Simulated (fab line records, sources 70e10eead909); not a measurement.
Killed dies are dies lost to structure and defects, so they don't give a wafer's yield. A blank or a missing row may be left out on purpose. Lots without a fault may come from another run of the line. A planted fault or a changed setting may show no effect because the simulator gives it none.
Chamber matching | flow nand_harc | NHARC_A_WL_FILL_ETCHBACK_26 on rie_si-05: 4 sister chambers
The step etches the open film in HBr, target depth 52 nm, time 13.3 s. 4 wafers are shown with their chamber, then 9 later ones without.

WAFERS WITH THEIR CHAMBER
wafer  | chamber | drypump_motor_current_A (A)
L082.5 | 0       | 6.3
L088.1 | 1       | 5.3
L088.2 | 2       | 5.8
L088.4 | 3       | 5.6

WAFERS WITHOUT THEIR CHAMBER
wafer  | drypump_motor_current_A (A)
L090.1 | 5.5
L090.3 | 6.3
L090.5 | 5.3
L091.4 | 6.4
L091.5 | 5.8
L091.6 | 5.5
L093.1 | 5.6
L093.3 | 5.3
L093.4 | 6.4

WHICH CHAMBER EACH WENT THROUGH
wafer  | from the rows above     | in truth
L090.1 | can't be placed: 3 or 1 | 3
L090.3 | 0                       | 0
L090.5 | 1                       | 1
L091.4 | 0                       | 0
L091.5 | 2                       | 2
L091.6 | can't be placed: 3 or 1 | 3
L093.1 | 3                       | 3
L093.3 | 1                       | 1
L093.4 | 0                       | 0
Placed correctly: 7 of 9. Can't be placed from these rows: 2 (the true chamber is among the candidates in 2). Placed wrongly: 0.
How it was worked out, from the rows above alone: a wafer's distance from a chamber is the root of the sum, over the readings, of the square of ((its reading less the chamber's mean) divided by the reading's scatter). The wafer belongs to the nearest chamber; if the next one is less than 2 further off, it can't be placed. A chamber's mean is the mean of its shown wafers. The scatter: with one shown wafer a chamber, the root of the mean of the squares of how far each hidden wafer lies from its nearest shown one.
